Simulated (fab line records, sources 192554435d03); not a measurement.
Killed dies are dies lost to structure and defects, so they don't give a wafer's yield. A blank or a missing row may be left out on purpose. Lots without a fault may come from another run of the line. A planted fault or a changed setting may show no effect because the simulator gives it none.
Which tool did it? | flow n5_finfet | 9 lots, 27 wafers sampled, at 5 steps of a route of 1938

WHAT THE GAUGES READ, wafer by wafer
N5_BEOL_M4_RC_MEAS_101. Usual: DIBL_N 36.1 mV/V, standard deviation 1.6; DIBL_P 35.8 mV/V, standard deviation 2.1; IOFF_N 0.16 nA/um, standard deviation 0.031; IOFF_P 0.21 nA/um, standard deviation 0.034; ION_N 673 uA/um, standard deviation 12; ION_P 461 uA/um, standard deviation 7.2; SS_N 71.4 mV/dec, standard deviation 0.59; SS_P 73.3 mV/dec, standard deviation 0.63; VT_N 250 mV, standard deviation 3.1; VT_P -250 mV, standard deviation 3.3.
lot  | measured     | on        | DIBL_N (mV/V)  | DIBL_P (mV/V)  | IOFF_N (nA/um) | IOFF_P (nA/um) | ION_N (uA/um) | ION_P (uA/um) | SS_N (mV/dec)  | SS_P (mV/dec)  | VT_N (mV)   | VT_P (mV)      | flag
L569 | day 8 18:02  | prober-02 | 34.3 35.6 35.1 | 33.2 35.8 33.9 | 0.11 0.13 0.12 | 0.15 0.19 0.16 | 661 663 661   | 454 458 460   | 71.0 70.2 71.0 | 72.4 73.4 72.8 | 254 251 254 | -255 -254 -254 |
L571 | day 9 09:04  | prober-02 | 36.3 36.1 38.2 | 36.9 37.0 39.6 | 0.17 0.17 0.23 | 0.21 0.21 0.27 | 683 677 687   | 459 457 465   | 71.6 71.6 72.3 | 73.3 73.4 74.0 | 250 249 243 | -253 -253 -249 |
L573 | day 9 18:20  | prober-01 | 35.0 33.3 35.1 | 35.2 31.9 35.1 | 0.14 0.10 0.14 | 0.18 0.14 0.18 | 666 649 662   | 455 445 452   | 71.4 70.9 70.7 | 72.9 72.0 73.5 | 251 261 252 | -255 -256 -255 |
L574 | day 9 23:06  | prober-01 | 37.1 35.8 37.0 | 35.6 34.7 35.9 | 0.18 0.14 0.17 | 0.23 0.21 0.24 | 691 671 683   | 465 461 471   | 72.0 71.1 72.0 | 73.1 73.3 73.2 | 247 250 247 | -249 -247 -245 |
L583 | day 12 10:47 | prober-01 | 39.4 37.6 39.6 | 40.5 38.6 40.6 | 0.22 0.17 0.23 | 0.24 0.22 0.25 | 695 674 690   | 470 462 462   | 71.8 71.2 71.9 | 73.8 73.7 74.8 | 246 247 245 | -250 -251 -252 |
L584 | day 14 08:28 | prober-01 | 36.0 35.1 37.1 | 35.9 33.0 36.0 | 0.17 0.16 0.18 | 0.24 0.19 0.23 | 672 687 669   | 463 470 461   | 71.7 71.0 71.3 | 73.3 72.7 73.4 | 250 248 246 | -246 -250 -248 |
L587 | day 13 07:11 | prober-02 | 35.3 37.0 37.0 | 34.9 37.4 35.8 | 0.15 0.18 0.18 | 0.23 0.26 0.23 | 667 670 675   | 470 470 465   | 71.1 71.5 71.3 | 73.2 73.6 73.6 | 253 247 249 | -247 -247 -247 |
L588 | day 13 12:44 | prober-01 | 36.8 38.2 37.3 | 35.8 38.7 36.1 | 0.18 0.21 0.17 | 0.22 0.29 0.23 | 676 685 675   | 465 469 462   | 71.4 72.2 71.9 | 73.6 74.5 73.7 | 247 244 249 | -247 -246 -249 |
L589 | day 13 13:10 | prober-02 | 33.8 39.8 37.5 | 31.7 39.0 36.7 | 0.11 0.26 0.18 | 0.18 0.31 0.27 | 650 699 690   | 464 474 471   | 70.8 71.7 71.7 | 71.4 73.9 73.3 | 253 241 244 | -249 -241 -244 |

WHICH TOOL RAN EACH LOT (tool, then ch and the chambers of the sampled wafers, then the start)
lot  | N5_FIN_SAQP_STRIP_55              | N5_FIN_SAQP_RECESS_71             | N5_FIN_SAQP_MANDREL2_REMOVE_60  | N5_FIN_SAQP_FIN_ETCH_36
L569 | rie_diel-01 ch 0,1,3, day 2 10:13 | vapor_etch-01 ch 0,1, day 2 12:44 | rie_si-01 ch 0,1,3, day 2 13:20 | rie_si-04 ch 1,2,3, day 2 13:47
L571 | rie_diel-01 ch 0,1, day 2 23:01   | vapor_etch-02 ch 0,1, day 3 01:34 | rie_si-04 ch 0,1,2, day 3 02:05 | rie_si-02 ch 0,2,3, day 3 02:38
L573 | rie_diel-01 ch 0,1, day 3 11:35   | vapor_etch-02 ch 0,1, day 3 15:43 | rie_si-02 ch 1,2,3, day 3 16:17 | rie_si-04 ch 0,1,3, day 3 16:58
L574 | rie_diel-02 ch 0,3, day 3 16:32   | vapor_etch-01 ch 0,1, day 3 19:48 | rie_si-02 ch 0,1,3, day 3 20:25 | rie_si-01 ch 1,2,3, day 3 20:53
L583 | rie_diel-02 ch 1,2,3, day 5 22:20 | vapor_etch-02 ch 0,1, day 6 01:10 | rie_si-04 ch 0,1, day 6 01:46   | rie_si-02 ch 0,2,3, day 6 02:13
L584 | rie_diel-01 ch 0,2,3, day 6 04:04 | vapor_etch-01 ch 0,1, day 6 06:47 | rie_si-01 ch 1,2,3, day 6 07:19 | rie_si-02 ch 1,3, day 6 07:47
L587 | rie_diel-01 ch 0,1, day 6 22:55   | vapor_etch-02 ch 0, day 7 01:37   | rie_si-01 ch 0,1,3, day 7 02:17 | rie_si-02 ch 0,1, day 7 03:08
L588 | rie_diel-02 ch 0,2,3, day 7 04:47 | vapor_etch-01 ch 0, day 7 07:17   | rie_si-04 ch 0,2,3, day 7 08:04 | rie_si-02 ch 0,2, day 7 08:30
L589 | rie_diel-04 ch 1,2,3, day 7 11:02 | vapor_etch-01 ch 0,1, day 7 13:39 | rie_si-04 ch 1,2,3, day 7 14:12 | rie_si-02 ch 0,2,3, day 7 14:41
- N5_FIN_SAQP_STRIP_55: strips in N2/H2.
- N5_FIN_SAQP_RECESS_71: chemistry HF/NH3, target SiO2, target depth 3 nm, afs cycles 1, sublimation time 60 s.
- N5_FIN_SAQP_MANDREL2_REMOVE_60: chemistry HBr/Cl2/O2, target a-Si, stops on SiNx, bt time 10 s.
- N5_FIN_SAQP_FIN_ETCH_36: etches the open film in HBr/Cl2/O2, target depth 120 nm, time 50.4 s.

WHAT THE TOOLS THEMSELVES READ (means of the sampled wafers that have a number; where no wafer has one, the mark that the record gives instead)
N5_FIN_SAQP_STRIP_55. Usual: drypump_motor_current_A 5.9 A, standard deviation 0.46; oes_product_au 0.78 a.u., standard deviation 0.066; rf_vpp_V 122.1 V, standard deviation 1.4; showerhead_plenum_p_Torr 3.37 Torr, standard deviation 0.079; throttle_valve_pct 18.89 %, standard deviation 0.29.
lot  | tool        | drypump_motor_current_A (A) | oes_product_au (a.u.) | rf_vpp_V (V) | showerhead_plenum_p_Torr (Torr) | throttle_valve_pct (%) | flag
L569 | rie_diel-01 | 6.3                         | 0.81                  | 121.7        | 3.38                            | 18.97                  |
L571 | rie_diel-01 | 6.1                         | 0.87                  | 123.0        | 3.37                            | 19.10                  |
L573 | rie_diel-01 | 6.1                         | 0.86                  | 122.2        | 3.37                            | 19.12                  |
L574 | rie_diel-02 | 5.9                         | 0.72                  | 121.0        | 3.42                            | 18.72                  |
L583 | rie_diel-02 | 5.9                         | 0.75                  | 121.9        | 3.39                            | 18.82                  |
L584 | rie_diel-01 | 6.0                         | 0.76                  | 121.5        | 3.31                            | 19.07                  |
L587 | rie_diel-01 | 6.1                         | 0.83                  | 121.9        | 3.36                            | 19.15                  |
L588 | rie_diel-02 | 6.0                         | 0.80                  | 123.0        | 3.41                            | 18.79                  |
L589 | rie_diel-04 | 5.7                         | 0.78                  | 121.6        | 3.40                            | 18.79                  |

N5_FIN_SAQP_RECESS_71. Usual: drypump_motor_current_A 5.6 A, standard deviation 0.41; sublimation_temp_c 180.01 C, standard deviation 0.15.
lot  | tool          | drypump_motor_current_A (A) | sublimation_temp_c (C) | flag
L569 | vapor_etch-01 | 5.3                         | 179.94                 |
L571 | vapor_etch-02 | 5.9                         | 180.03                 |
L573 | vapor_etch-02 | -                           | -                      | OFF
L574 | vapor_etch-01 | -                           | -                      | OFF
L583 | vapor_etch-02 | 5.6                         | 179.97                 |
L584 | vapor_etch-01 | 5.4                         | 180.09                 |
L587 | vapor_etch-02 | 5.3                         | 179.92                 |
L588 | vapor_etch-01 | 5.2                         | 180.03                 |
L589 | vapor_etch-01 | 5.5                         | 179.93                 |

N5_FIN_SAQP_MANDREL2_REMOVE_60. Usual: HBr_flow_sccm 150.0 sccm, standard deviation 0.44; drypump_motor_current_A 5.9 A, standard deviation 0.48; oes_product_au 0.999 a.u., standard deviation 0.017; throttle_valve_pct 36.6 %, standard deviation 0.35.
lot  | tool      | HBr_flow_sccm (sccm) | drypump_motor_current_A (A) | oes_product_au (a.u.) | throttle_valve_pct (%) | flag
L569 | rie_si-01 | 150.0                | 5.8                         | 0.987                 | 36.8                   |
L571 | rie_si-04 | 149.8                | 6.2                         | 1.001                 | 36.6                   |
L573 | rie_si-02 | 150.2                | 6.0                         | 1.027                 | 36.7                   |
L574 | rie_si-02 | 149.8                | 6.0                         | 0.997                 | 36.5                   |
L583 | rie_si-04 | 150.0                | 6.2                         | 0.990                 | 36.7                   |
L584 | rie_si-01 | 150.0                | 5.4                         | 1.005                 | 36.9                   |
L587 | rie_si-01 | 150.0                | 5.8                         | 0.991                 | 36.8                   |
L588 | rie_si-04 | 150.0                | 6.0                         | 0.997                 | 36.6                   |
L589 | rie_si-04 | 150.1                | 6.1                         | 0.993                 | 36.5                   |

N5_FIN_SAQP_FIN_ETCH_36. Usual: HBr_flow_sccm 150.1 sccm, standard deviation 0.42; drypump_motor_current_A 6.0 A, standard deviation 0.43; oes_product_au 1.001 a.u., standard deviation 0.018; throttle_valve_pct 35.94 %, standard deviation 0.28.
lot  | tool      | HBr_flow_sccm (sccm) | drypump_motor_current_A (A) | oes_product_au (a.u.) | throttle_valve_pct (%) | flag
L569 | rie_si-04 | 150.1                | 6.1                         | 0.991                 | 35.82                  |
L571 | rie_si-02 | 149.9                | 6.1                         | 1.008                 | 35.90                  |
L573 | rie_si-04 | 150.0                | 6.1                         | 0.980                 | 36.00                  |
L574 | rie_si-01 | 150.3                | 5.4                         | 1.001                 | 36.24                  |
L583 | rie_si-02 | 150.0                | 6.1                         | 1.006                 | 35.91                  |
L584 | rie_si-02 | 150.1                | 5.8                         | 1.015                 | 35.88                  |
L587 | rie_si-02 | 150.4                | 5.7                         | 1.004                 | 35.60                  |
L588 | rie_si-02 | 150.4                | 5.8                         | 1.009                 | 35.70                  |
L589 | rie_si-02 | 149.6                | 6.1                         | 1.014                 | 35.90                  |

THE ANSWER, worked out from the rows above alone
Rule: a lot is off if the mean of its wafers that have a number lies more than 3 standard deviations from the usual mean. A lot without any number at a reading at which 4 lots or more have one is off too. The other lots that the step has rows for count as sound. The gauges are gone through in route order, then the tools' own readings, and for those a lot's mean is taken as printed above. The first step at which some lot is off is used, and at that step the reading that is off furthest; a lot without a number counts as furthest.
Off: L573, L574, at N5_FIN_SAQP_RECESS_71 (drypump_motor_current_A). Without a number there: L573, L574.
A tool fits if, at that step or a process step before it, it ran every lot that is off, and no sound lot after the first of them. None of those tried fits.

WHAT THE SIMULATOR HAD PUT IN
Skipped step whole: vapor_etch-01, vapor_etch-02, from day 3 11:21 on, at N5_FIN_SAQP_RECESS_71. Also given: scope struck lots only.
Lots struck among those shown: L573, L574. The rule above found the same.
